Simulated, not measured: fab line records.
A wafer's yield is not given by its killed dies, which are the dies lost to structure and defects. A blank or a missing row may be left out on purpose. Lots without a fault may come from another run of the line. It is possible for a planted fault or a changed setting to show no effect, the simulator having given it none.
Chamber matching | flow n5_finfet | rie_diel-02 running N5_BEOL_M2_VIA_ETCH_34: 4 sister chambers
The step etches the open film in C4F6/O2, target depth 69.4 nm, time 65.9 s. 4 wafers are shown with their chamber, then 9 later ones without.

== WAFERS, EACH WITH ITS CHAMBER ==
wafer  | chamber | throttle_valve_pct (%)
L083.6 | 2       | 30.88
L082.2 | 1       | 30.93
L084.3 | 3       | 30.79
L084.5 | 0       | 31.41

== WAFERS WHOSE CHAMBER IS MISSING ==
wafer  | throttle_valve_pct (%)
L090.1 | 31.44
L090.4 | 30.88
L090.6 | 30.82
L088.1 | 30.94
L088.2 | 31.44
L088.4 | 30.80
L096.2 | 30.97
L096.3 | 31.45
L096.4 | 30.96

== WHICH CHAMBER EACH ONE RAN IN ==
wafer  | from the rows above     | in truth
L090.1 | 0                       | 0
L090.4 | can't be placed: 2 or 1 | 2
L090.6 | can't be placed: 3 or 2 | 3
L088.1 | can't be placed: 1 or 2 | 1
L088.2 | 0                       | 0
L088.4 | 3                       | 3
L096.2 | can't be placed: 1 or 2 | 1
L096.3 | 0                       | 0
L096.4 | can't be placed: 1 or 2 | 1
4 of 9 placed correctly. From these rows, 5 cannot be placed; in 5 the true chamber is one of the candidates. Wrongly placed: 0.
How it was worked out, from the rows above alone: a wafer's distance from a chamber is the root of the sum, over the readings, of the square of ((its reading less the chamber's mean) divided by the reading's scatter). The wafer belongs to the nearest chamber; if the next one is less than 2 further off, it can't be placed. For every chamber, the mean is computed from those of its wafers that are shown. The scatter: root of mean squared gap, hidden wafer to nearest shown wafer, with one shown wafer a chamber.
